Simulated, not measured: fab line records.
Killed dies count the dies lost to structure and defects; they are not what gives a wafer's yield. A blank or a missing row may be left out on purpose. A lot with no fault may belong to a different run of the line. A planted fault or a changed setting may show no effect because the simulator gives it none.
Shared-tool check / flow nand-harc / Sample size 2 lots and 6 wafers

== WHAT PROMPTED THE OPENING ==
At NHARC_END_SORT_01 the reading killed-dies is flagged on 2 of 2 lots. Wafers without a fault read 60, standard deviation 19.
Rule: a lot is flagged in two cases, either no wafer of it has a number, or all its wafers with numbers fall more than 4 standard deviations from that mean. The other lots count as sound.

lot=L514; measured=day 28 14:54; on=prober-02; killed-dies, wafer by wafer=677 677 677; flag=FLAGGED
lot=L512; measured=day 28 15:43; on=prober-01; killed-dies, wafer by wafer=677 677 677; flag=FLAGGED
Average over the flagged lots: 677; offset from the usual +617, equal to +32 standard deviations.

== WHICH TOOL RAN EACH LOT ==
3 process steps preceding the reading are held in the record, out of 1302 steps in the route. Every cell lists first the tool, next ch and the chambers used by the sampled wafers, and last the start.
lot=L514; flag=FLAGGED; NHARC_A_CHANNEL_HOLE_D2_DESCUM_15=rie-diel-07 ch 1,2,3, day 17 15:15; NHARC_A_CHANNEL_HOLE_D2_ETCH_38=rie-diel-07 ch 0,1,3, day 17 15:20; NHARC_A_CHANNEL_HOLE_D2_ETCH_27=har-etch-02 ch 0,1, day 17 20:24
lot=L512; flag=FLAGGED; NHARC_A_CHANNEL_HOLE_D2_DESCUM_15=rie-diel-07 ch 0,3, day 17 06:21; NHARC_A_CHANNEL_HOLE_D2_ETCH_38=rie-diel-07 ch 0,2,3, day 17 06:28; NHARC_A_CHANNEL_HOLE_D2_ETCH_27=har-etch-02 ch 0, day 17 15:20
What the steps here do:
- NHARC_A_CHANNEL_HOLE_D2_DESCUM_15: chemistry O2, time 3 s.
- NHARC_A_CHANNEL_HOLE_D2_ETCH_38: etches the open film in CF4, target depth 39 nm, time 65 s.
- NHARC_A_CHANNEL_HOLE_D2_ETCH_27: etches the open film in C4F8/O2/Ar, time 90 s, target depth 400 nm.
- NHARC_END_SORT_01

== FLAGGED OVER TOTAL, TOOL BY TOOL (the gauges that took the reading come last) ==
step=NHARC_A_CHANNEL_HOLE_D2_DESCUM_15; tool=rie-diel-07; lots run=2; flagged=2; share of the flagged lots=all; sound lots run after its first flagged lot=0
step=NHARC_A_CHANNEL_HOLE_D2_ETCH_38; tool=rie-diel-07; lots run=2; flagged=2; share of the flagged lots=all; sound lots run after its first flagged lot=0
step=NHARC_A_CHANNEL_HOLE_D2_ETCH_27; tool=har-etch-02; lots run=2; flagged=2; share of the flagged lots=all; sound lots run after its first flagged lot=0
step=NHARC_END_SORT_01; tool=prober-01; lots run=1; flagged=1; share of the flagged lots=some; sound lots run after its first flagged lot=0
step=NHARC_END_SORT_01; tool=prober-02; lots run=1; flagged=1; share of the flagged lots=some; sound lots run after its first flagged lot=0

== WHAT THE TABLE ALLOWS ==
Rows of the table that ran every flagged lot, 3 in all: rie-diel-07 at NHARC_A_CHANNEL_HOLE_D2_DESCUM_15, rie-diel-07 at NHARC_A_CHANNEL_HOLE_D2_ETCH_38, har-etch-02 at NHARC_A_CHANNEL_HOLE_D2_ETCH_27.
- rie-diel-07 at NHARC_A_CHANNEL_HOLE_D2_DESCUM_15: 2 of its 2 lots flagged. It ran no sound lot before its first flagged lot in this sample, so the start can't be narrowed down.
- rie-diel-07 at NHARC_A_CHANNEL_HOLE_D2_ETCH_38: 2 of its 2 lots flagged. It ran no sound lot before its first flagged lot in this sample, so the start can't be narrowed down.
- har-etch-02 at NHARC_A_CHANNEL_HOLE_D2_ETCH_27: 2 of its 2 lots flagged. It ran no sound lot before its first flagged lot in this sample, so the start can't be narrowed down.
Counting lots can't tell these 2 tools apart, because each fits a fault that began at some hour. More lots, or a look at what each step does to the wafer, might.

== WHAT THE SIMULATOR HAD INSERTED ==
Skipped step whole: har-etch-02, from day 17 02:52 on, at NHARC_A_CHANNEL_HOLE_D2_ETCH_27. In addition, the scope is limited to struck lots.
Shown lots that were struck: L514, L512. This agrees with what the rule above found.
